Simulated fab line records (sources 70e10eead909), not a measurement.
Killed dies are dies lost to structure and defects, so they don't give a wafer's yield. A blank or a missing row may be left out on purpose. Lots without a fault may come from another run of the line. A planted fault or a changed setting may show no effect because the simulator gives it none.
What tool caused it? -- flow nand harc -- 12 lots, 36 wafers sampled, at 1 step of a route of 1302

WHAT EACH GAUGE READ, for each wafer
NHARC_A_BLC_INSPECT_28.
lot,measured,on,raw defect count
L075,day 23 09:17,defect inspect-01,659 546 491
L076,day 24 01:24,defect inspect-01,507 494 441
L079,day 24 19:56,defect inspect-01,462 462 433
L081,day 25 20:12,defect inspect-02,543 554 598
L083,day 26 15:04,defect inspect-02,459 538 483
L084,day 27 04:29,defect inspect-01,473 499 551
L087,day 28 15:47,defect inspect-01,518 595 433
L088,day 29 00:16,defect inspect-01,507 519 506
L091,day 29 09:17,defect inspect-01,326 372 353
L094,day 30 16:04,defect inspect-01,514 489 529
L095,day 31 16:38,defect inspect-01,478 469 397
L097,day 32 01:42,defect inspect-01,586 652 544

WHAT TOOL EACH LOT RAN ON (gives the tool, then ch and the chambers of the sampled wafers, and finally the start)
No process step before these readings appears in the record.

THE ANSWER, worked out from the rows above alone
Rule: the usual values come from the lots themselves. Put in order of their means at a reading, lots are off if they are a third of the lots or fewer, leave a main group of 4 or more, and stand apart from it by a gap of 3 or more times the standard deviation of the main group's means; of several such gaps the widest counts. A main group is skipped when, at the precision printed for the reading in the tables above, its means are all equal. A lot without any number at a reading at which 4 lots or more have one is off too. The other lots that the step has rows for count as sound.
Across all readings shown, no lot is off: no conclusion can be drawn from this.

WHAT WAS PUT IN BY THE SIMULATOR
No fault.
